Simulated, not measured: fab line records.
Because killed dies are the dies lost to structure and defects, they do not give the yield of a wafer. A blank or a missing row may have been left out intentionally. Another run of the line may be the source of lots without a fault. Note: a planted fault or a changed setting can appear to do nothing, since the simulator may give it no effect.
Matching of chambers ; flow n5Finfet ; pecvd-01 running N5_BEOL_M12_DEP_53: 3 sister chambers
The step deposits SiCN from 3MS/NH3, target thk 30 nm, time 10.5 s. 39 wafers are shown with their chamber, then 12 later ones without.

== EACH WAFER AND ITS CHAMBER ==
wafer;chamber;showerheadPlenumPTorr (Torr);throttleValvePct (%)
L074.2;2;4.10;16.6
L074.3;1;4.12;17.7
L074.4;2;4.11;16.5
L076.3;0;4.21;18.1
L076.4;2;4.09;16.4
L076.6;0;4.20;18.0
L075.1;2;4.10;16.5
L075.5;1;4.13;17.5
L075.6;2;4.09;16.5
L080.1;1;4.11;17.5
L080.2;2;4.10;16.3
L080.3;0;4.19;18.0
L080.4;2;4.09;16.6
L080.5;1;4.13;17.7
L080.6;0;4.21;18.2
L081.1;0;4.20;18.3
L081.2;2;4.09;16.5
L081.3;1;4.12;17.6
L081.4;2;4.11;16.9
L081.5;1;4.12;17.5
L081.6;0;4.20;17.9
L085.1;0;4.21;18.3
L085.4;1;4.12;17.5
L085.5;0;4.19;18.2
L084.3;2;4.08;16.6
L084.4;2;4.10;16.8
L084.5;1;4.12;17.6
L086.2;2;4.09;16.7
L086.5;2;4.09;16.7
L086.6;0;4.20;17.8
L088.2;0;4.21;18.1
L088.4;0;4.20;18.2
L088.6;2;4.10;16.7
L092.3;0;4.20;18.1
L092.4;1;4.13;17.7
L092.5;0;4.21;18.1
L089.2;1;4.12;17.4
L089.4;2;4.11;16.9
L089.6;1;4.13;17.4

SIGNATURES (means of the wafers above)
reading;chamber 0;chamber 1;chamber 2;scatter within a chamber
showerheadPlenumPTorr;4.2023;4.1227;4.0967;0.00779
throttleValvePct;18.100;17.555;16.613;0.149
Rule: a wafer's distance from a chamber is the root of the sum, over the readings, of the square of ((its reading less the chamber's mean) divided by the reading's scatter). If the next closest chamber is less than 2 further off than the closest, the wafer can't be placed; otherwise it belongs to the closest. How the scatter is found: for the shown wafers, subtract from each reading the mean of its chamber, square and add these, divide the total by (wafers less chambers), then take the root.

== WAFERS WITH NO CHAMBER GIVEN ==
wafer;showerheadPlenumPTorr (Torr);throttleValvePct (%)
L091.1;4.10;17.0
L091.2;4.12;17.5
L091.6;4.11;17.0
L095.1;4.20;17.9
L095.2;4.10;16.7
L095.3;4.11;17.5
L095.4;4.12;17.4
L095.5;4.20;18.0
L095.6;4.11;16.5
L097.1;4.10;16.9
L097.2;4.11;17.6
L097.6;4.09;16.8

== CHAMBER TAKEN BY EACH ==
wafer;from the rows above;in truth
L091.1;2;2
L091.2;1;1
L091.6;can't be placed: 2 or 1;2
L095.1;0;0
L095.2;2;2
L095.3;1;1
L095.4;1;1
L095.5;0;0
L095.6;2;2
L097.1;2;2
L097.2;1;1
L097.6;2;2
11 of 12 placed correctly. Cannot be placed on the basis of these rows: 1; the candidates contain the true chamber in 1. Wrongly placed: 0.
